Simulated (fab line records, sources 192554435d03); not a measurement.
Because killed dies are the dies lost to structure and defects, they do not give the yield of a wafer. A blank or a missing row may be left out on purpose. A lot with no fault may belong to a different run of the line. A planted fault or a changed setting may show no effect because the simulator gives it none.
What tool caused it?	flow n5Finfet	22 lots with 66 wafers sampled at 6 steps, on a route of 1938 steps

== WHAT THE GAUGES SHOWED, per wafer ==
Not one reading of a measure or inspect step in the record can be checked against a usual standard deviation.

== TOOL THAT RAN EACH LOT (tool first, then ch and the chambers of the sampled wafers, then the start) ==
lot	N5_BEOL_M9_SPUTTER_48	N5_BEOL_M10_PECVD_70	N5_BEOL_M10_ETCH_62	N5_BEOL_M10_HM_OPEN_17	N5_BEOL_M10_ANNEAL_51	N5_BEOL_M11_ETCH_62
L076	pvdSputter-03, day 9 20:54	pecvd-02 ch 0,2, day 9 23:00	rieDiel-05 ch 0,3, day 10 01:55	rieMetal-02 ch 0,1, day 10 02:06	rtpAnneal-02 ch 0, day 10 05:51	rieDiel-06 ch 1,2,3, day 10 08:19
L075	pvdSputter-01, day 9 21:23	pecvd-03 ch 0,1, day 9 23:03	rieDiel-04 ch 1,2,3, day 10 02:01	rieMetal-02 ch 0,1, day 10 02:13	rtpAnneal-01 ch 0, day 10 07:49	rieDiel-06 ch 1,2,3, day 10 13:29
L077	pvdSputter-02, day 10 05:26	pecvd-01 ch 0,2, day 10 07:07	rieDiel-05 ch 0,1,3, day 10 08:32	rieMetal-03 ch 0,1, day 10 08:43	rtpAnneal-02 ch 0, day 10 13:56	rieDiel-01 ch 0,2, day 10 16:37
L078	pvdSputter-02, day 10 16:23	pecvd-02 ch 0,1,2, day 10 18:01	rieDiel-04 ch 0,3, day 10 19:33	rieMetal-02 ch 1, day 10 19:44	rtpAnneal-02 ch 0, day 11 02:20	rieDiel-01 ch 0,3, day 11 07:14
L079	pvdSputter-02, day 11 01:01	pecvd-02 ch 0,1, day 11 03:01	rieDiel-05 ch 1,2,3, day 11 06:57	rieMetal-03 ch 0,1, day 11 07:08	rtpAnneal-02 ch 0, day 11 14:16	rieDiel-02 ch 0,1,2, day 11 21:42
L080	pvdSputter-01, day 11 06:23	pecvd-01 ch 0,1,2, day 11 08:02	rieDiel-03 ch 0,2,3, day 11 10:28	rieMetal-02 ch 0, day 11 10:40	rtpAnneal-02 ch 0, day 11 14:00	rieDiel-06 ch 1,2,3, day 11 21:15
L081	pvdSputter-02, day 11 13:35	pecvd-01 ch 1,2, day 11 15:18	rieDiel-05 ch 1,2, day 11 21:03	rieMetal-03 ch 0,1, day 11 21:16	rtpAnneal-02 ch 0, day 12 02:38	rieDiel-01 ch 2,3, day 12 06:05
L082	pvdSputter-01, day 12 01:34	pecvd-03 ch 0,1, day 12 03:15	rieDiel-05 ch 1,2,3, day 12 04:31	rieMetal-01 ch 0,1, day 12 04:42	rtpAnneal-02 ch 0, day 12 10:51	rieDiel-01 ch 1,2,3, day 12 14:55
L083	pvdSputter-02, day 12 02:03	pecvd-01 ch 0,1,2, day 12 03:42	rieDiel-04 ch 0,1, day 12 06:16	rieMetal-01 ch 1, day 12 06:26	rtpAnneal-02 ch 0, day 12 11:10	rieDiel-02 ch 1,2,3, day 12 14:43
L084	pvdSputter-01, day 12 02:07	pecvd-01 ch 1,2, day 12 04:21	rieDiel-04 ch 0,1,3, day 12 07:54	rieMetal-02 ch 0,1, day 12 08:05	rtpAnneal-02 ch 0, day 12 12:15	rieDiel-06 ch 2,3, day 12 15:13
L085	pvdSputter-01, day 12 23:17	pecvd-02 ch 0,2, day 13 00:56	rieDiel-03 ch 1,2, day 13 05:03	rieMetal-02 ch 0,1, day 13 05:14	rtpAnneal-01 ch 0, day 13 09:02	rieDiel-06 ch 1,2,3, day 13 11:59
L087	pvdSputter-01, day 13 05:34	pecvd-03 ch 1,2, day 13 07:20	rieDiel-05 ch 0,1,2, day 13 08:34	rieMetal-02 ch 0,1, day 13 08:46	rtpAnneal-01 ch 0, day 13 12:53	rieDiel-02 ch 0,1,3, day 13 15:35
L089	pvdSputter-01, day 13 09:08	pecvd-01 ch 0,1, day 13 10:53	rieDiel-04 ch 0,3, day 13 12:04	rieMetal-01 ch 0,1, day 13 12:16	rtpAnneal-01 ch 0, day 13 16:32	rieDiel-06 ch 0,1,3, day 13 20:06
L086	pvdSputter-02, day 13 10:28	pecvd-01 ch 0,1,2, day 13 12:08	rieDiel-04 ch 0,2,3, day 13 12:52	rieMetal-03 ch 0,1, day 13 13:04	rtpAnneal-01 ch 0, day 13 16:05	rieDiel-01 ch 0,2,3, day 13 19:38
L088	pvdSputter-01, day 14 05:25	pecvd-02 ch 0,1,2, day 14 08:43	rieDiel-03 ch 2,3, day 14 11:06	rieMetal-02 ch 0, day 14 11:17	rtpAnneal-01 ch 0, day 14 16:38	rieDiel-02 ch 0,2, day 14 18:59
L090	pvdSputter-03, day 14 11:39	pecvd-02 ch 0,1,2, day 14 13:24	rieDiel-04 ch 0,1,2, day 14 15:07	rieMetal-03 ch 0, day 14 15:22	rtpAnneal-02 ch 0, day 14 18:44	rieDiel-06 ch 0,2,3, day 14 21:52
L091	pvdSputter-02, day 14 15:12	pecvd-02 ch 0,2, day 14 16:57	rieDiel-03 ch 1,2,3, day 14 18:22	rieMetal-03 ch 0, day 14 18:33	rtpAnneal-02 ch 0, day 14 23:31	rieDiel-06 ch 0,2,3, day 15 01:55
L092	pvdSputter-02, day 14 15:23	pecvd-01 ch 0,1, day 14 17:24	rieDiel-05 ch 0,2,3, day 14 18:44	rieMetal-01 ch 1, day 14 18:55	rtpAnneal-02 ch 0, day 14 23:09	rieDiel-01 ch 0,2,3, day 15 01:48
L093	pvdSputter-03, day 15 09:38	pecvd-01 ch 0,1,2, day 15 11:19	rieDiel-04 ch 0,3, day 15 12:32	rieMetal-01 ch 0,1, day 15 12:44	rtpAnneal-02 ch 0, day 15 18:46	rieDiel-02 ch 1,3, day 15 21:42
L094	pvdSputter-02, day 15 12:19	pecvd-01 ch 0,2, day 15 13:58	rieDiel-04 ch 1,2,3, day 15 17:04	rieMetal-03 ch 0,1, day 15 17:16	rtpAnneal-02 ch 0, day 15 22:50	rieDiel-02 ch 0,1,2, day 16 03:04
L097	pvdSputter-02, day 15 17:42	pecvd-02 ch 0,1,2, day 15 19:39	rieDiel-04 ch 0,1,2, day 15 20:51	rieMetal-01 ch 0,1, day 15 21:02	rtpAnneal-01 ch 0, day 16 00:24	rieDiel-06 ch 0,1,2, day 16 03:31
L096	pvdSputter-02, day 15 20:40	pecvd-02 ch 1,2, day 15 22:23	rieDiel-05 ch 1,2, day 15 23:49	rieMetal-02 ch 0,1, day 16 00:01	rtpAnneal-01 ch 0, day 16 04:27	rieDiel-01 ch 0,2, day 16 08:50
- N5_BEOL_M9_SPUTTER_48: material Cu, target thk 12 nm, time 2 s.
- N5_BEOL_M10_PECVD_70: deposits SiO2 from TEOS/O2, target thk 20 nm, time 22.7 s.
- N5_BEOL_M10_ETCH_62: etches SOC in N2/H2, target depth 110 nm, overetch 22 nm, time 165 s.
- N5_BEOL_M10_HM_OPEN_17: chemistry Cl2/BCl3, target TiN, target depth 20 nm, overetch 6 nm.
- N5_BEOL_M10_ANNEAL_51: time 90 s.
- N5_BEOL_M11_ETCH_62: etches SOC in N2/H2, target depth 110 nm, overetch 22 nm, time 165 s.

== WHAT THE TOOLS THEMSELVES READ (means of the sampled wafers that have a number; where no wafer has one, the mark that the record gives instead) ==
N5_BEOL_M9_SPUTTER_48.
lot	tool	throttleValvePct (%)
L076	pvdSputter-03	30.2
L075	pvdSputter-01	30.1
L077	pvdSputter-02	29.1
L078	pvdSputter-02	28.5
L079	pvdSputter-02	28.9
L080	pvdSputter-01	30.0
L081	pvdSputter-02	28.8
L082	pvdSputter-01	30.7
L083	pvdSputter-02	28.5
L084	pvdSputter-01	29.8
L085	pvdSputter-01	30.1
L087	pvdSputter-01	30.1
L089	pvdSputter-01	30.1
L086	pvdSputter-02	29.5
L088	pvdSputter-01	29.9
L090	pvdSputter-03	30.9
L091	pvdSputter-02	28.2
L092	pvdSputter-02	28.4
L093	pvdSputter-03	30.2
L094	pvdSputter-02	29.4
L097	pvdSputter-02	29.1
L096	pvdSputter-02	28.1

N5_BEOL_M10_PECVD_70.
lot	tool	heaterPowerOuterW (W)	heaterPowerW (W)	showerheadPlenumPTorr (Torr)	throttleValvePct (%)
L076	pecvd-02	500	827	8.82	20.7
L075	pecvd-03	460	767	8.83	22.4
L077	pecvd-01	323	582	8.80	22.1
L078	pecvd-02	430	698	8.83	21.8
L079	pecvd-02	384	629	8.83	22.6
L080	pecvd-01	437	756	8.77	22.5
L081	pecvd-01	484	791	8.77	22.7
L082	pecvd-03	428	729	8.83	22.5
L083	pecvd-01	444	749	8.78	22.6
L084	pecvd-01	410	682	8.78	22.4
L085	pecvd-02	499	804	8.80	20.7
L087	pecvd-03	497	815	8.75	21.0
L089	pecvd-01	443	770	8.79	22.8
L086	pecvd-01	412	725	8.79	22.7
L088	pecvd-02	429	705	8.83	21.8
L090	pecvd-02	426	711	8.82	21.8
L091	pecvd-02	445	756	8.82	20.9
L092	pecvd-01	451	764	8.77	22.9
L093	pecvd-01	430	734	8.79	22.6
L094	pecvd-01	314	562	8.80	22.3
L097	pecvd-02	418	687	8.81	21.7
L096	pecvd-02	434	722	8.79	22.1

N5_BEOL_M10_ETCH_62.
lot	tool	biasW (W)	drypumpMotorCurrentA (A)	n2FlowSccm (sccm)	oesProductAu (a.u.)	rfVppV (V)	showerheadPlenumPTorr (Torr)	throttleValvePct (%)
L076	rieDiel-05	149.8	6.0	199.8	0.58	522.0	2.47	17.76
L075	rieDiel-04	150.3	6.2	200.8	0.61	523.6	2.52	17.83
L077	rieDiel-05	149.7	5.7	200.2	0.59	522.9	2.51	17.73
L078	rieDiel-04	149.5	6.4	200.0	0.61	524.0	2.56	17.64
L079	rieDiel-05	150.4	5.7	200.0	0.66	525.5	2.61	17.71
L080	rieDiel-03	149.9	5.6	200.1	0.63	523.5	2.53	18.05
L081	rieDiel-05	149.9	5.3	199.6	0.66	525.7	2.59	17.75
L082	rieDiel-05	149.7	5.7	199.6	0.65	525.3	2.61	17.73
L083	rieDiel-04	149.8	6.3	199.7	0.74	526.9	2.61	17.42
L084	rieDiel-04	150.2	6.2	199.1	0.68	523.3	2.55	17.55
L085	rieDiel-03	150.4	6.4	199.9	0.72	522.2	2.51	17.75
L087	rieDiel-05	150.0	5.6	200.0	0.71	526.4	2.65	17.65
L089	rieDiel-04	149.5	6.4	199.7	0.59	524.7	2.54	17.68
L086	rieDiel-04	150.2	6.4	199.5	0.68	522.5	2.51	17.71
L088	rieDiel-03	150.6	5.8	200.8	0.75	524.1	2.56	18.03
L090	rieDiel-04	149.8	6.3	200.3	0.78	523.7	2.57	17.46
L091	rieDiel-03	149.9	6.0	200.4	0.71	522.7	2.51	17.86
L092	rieDiel-05	149.8	6.0	200.1	0.76	527.5	2.67	17.46
L093	rieDiel-04	150.3	6.4	199.9	0.74	523.7	2.54	17.45
L094	rieDiel-04	149.7	6.2	200.1	0.72	522.2	2.51	17.63
L097	rieDiel-04	149.8	6.3	199.9	0.76	524.5	2.56	17.49
L096	rieDiel-05	150.3	5.3	200.2	0.77	524.6	2.57	17.54

N5_BEOL_M10_HM_OPEN_17.
lot	tool	biasW (W)	drypumpMotorCurrentA (A)	oesProductAu (a.u.)	throttleValvePct (%)
L076	rieMetal-02	126.3	5.7	0.67	22.06
L075	rieMetal-02	125.9	5.8	0.67	21.95
L077	rieMetal-03	126.2	5.2	0.58	22.32
L078	rieMetal-02	126.0	6.0	0.67	21.84
L079	rieMetal-03	126.0	5.5	0.56	22.54
L080	rieMetal-02	126.2	5.5	0.65	22.18
L081	rieMetal-03	125.7	5.2	0.57	22.34
L082	rieMetal-01	125.9	5.0	0.68	21.81
L083	rieMetal-01	126.3	5.0	0.71	21.70
L084	rieMetal-02	126.0	5.8	0.65	21.96
L085	rieMetal-02	126.4	5.7	0.65	22.08
L087	rieMetal-02	126.4	5.8	0.65	21.95
L089	rieMetal-01	126.3	5.0	0.68	21.82
L086	rieMetal-03	126.0	5.1	0.57	22.34
L088	rieMetal-02	126.0	5.5	0.63	22.21
L090	rieMetal-03	126.0	4.8	0.57	22.17
L091	rieMetal-03	126.2	4.8	0.57	22.18
L092	rieMetal-01	126.2	5.0	0.70	21.72
L093	rieMetal-01	126.3	5.0	0.67	21.82
L094	rieMetal-03	126.4	5.5	0.74	22.50
L097	rieMetal-01	126.1	5.0	0.65	21.83
L096	rieMetal-02	125.6	5.8	0.64	21.96

N5_BEOL_M10_ANNEAL_51.
lot	tool	wafer_temp_C_max
L076	rtpAnneal-02	225.95
L075	rtpAnneal-01	226.07
L077	rtpAnneal-02	226.09
L078	rtpAnneal-02	225.93
L079	rtpAnneal-02	226.04
L080	rtpAnneal-02	226.26
L081	rtpAnneal-02	226.05
L082	rtpAnneal-02	225.92
L083	rtpAnneal-02	225.76
L084	rtpAnneal-02	225.86
L085	rtpAnneal-01	225.98
L087	rtpAnneal-01	226.08
L089	rtpAnneal-01	225.43
L086	rtpAnneal-01	226.01
L088	rtpAnneal-01	225.67
L090	rtpAnneal-02	225.75
L091	rtpAnneal-02	225.92
L092	rtpAnneal-02	226.19
L093	rtpAnneal-02	226.08
L094	rtpAnneal-02	226.10
L097	rtpAnneal-01	225.77
L096	rtpAnneal-01	225.96

N5_BEOL_M11_ETCH_62.
lot	tool	biasW (W)	drypumpMotorCurrentA (A)	n2FlowSccm (sccm)	oesProductAu (a.u.)	rfVppV (V)	showerheadPlenumPTorr (Torr)	throttleValvePct (%)
L076	rieDiel-06	150.1	5.54	200.0	0.63	525.9	2.61	17.73
L075	rieDiel-06	150.5	5.52	199.9	0.63	526.2	2.61	17.73
L077	rieDiel-01	150.5	5.64	199.7	0.60	523.8	2.54	18.12
L078	rieDiel-01	149.5	5.25	199.6	0.69	523.8	2.52	17.89
L079	rieDiel-02	150.2	5.55	199.9	0.73	523.9	2.55	17.58
L080	rieDiel-06	149.6	5.54	199.7	0.63	525.9	2.60	17.76
L081	rieDiel-01	150.2	5.36	199.9	0.73	525.4	2.57	17.87
L082	rieDiel-01	150.3	5.48	200.4	0.76	524.9	2.58	17.69
L083	rieDiel-02	149.9	5.61	200.6	0.66	522.1	2.48	17.69
L084	rieDiel-06	150.0	5.58	200.1	0.63	526.9	2.65	17.71
L085	rieDiel-06	150.2	5.54	200.3	0.62	525.2	2.60	17.77
L087	rieDiel-02	150.4	5.38	199.6	0.69	523.1	2.49	17.79
L089	rieDiel-06	150.0	5.66	200.4	0.69	524.4	2.56	17.71
L086	rieDiel-01	150.1	5.44	200.1	0.69	523.2	2.52	17.89
L088	rieDiel-02	150.2	5.35	200.0	0.72	525.8	2.59	17.56
L090	rieDiel-06	150.1	5.70	199.7	0.68	525.2	2.60	17.67
L091	rieDiel-06	150.4	5.71	200.2	0.68	525.3	2.60	17.68
L092	rieDiel-01	149.6	5.45	200.0	0.69	524.2	2.52	17.90
L093	rieDiel-02	149.9	5.46	200.0	0.63	521.0	2.42	17.90
L094	rieDiel-02	150.1	5.54	199.8	0.69	523.5	2.53	17.65
L097	rieDiel-06	149.8	5.51	200.3	0.73	523.6	2.54	17.75
L096	rieDiel-01	150.3	5.63	200.0	0.70	523.3	2.52	17.90

== THE ANSWER, worked out from the rows above alone ==
Rule: the usual values come from the lots themselves. Put in order of their means at a reading, lots are off if they are a third of the lots or fewer, leave a main group of 4 or more, and stand apart from it by a gap of 3 or more times the standard deviation of the main group's means; of several such gaps the widest counts. If all means in a main group match to the digits the tables above print for the reading, that group is not used. A lot without any number at a reading at which 4 lots or more have one is off too. The other lots that the step has rows for count as sound. The gauges are gone through in route order, then the tools' own readings, and for those a lot's mean is taken as printed above. The first step at which some lot is off is used, and at that step the reading that is off furthest; a lot without a number counts as furthest.
Nothing can be told from this: no lot is off at any reading shown.

== WHAT HAD BEEN PUT IN BY THE SIMULATOR ==
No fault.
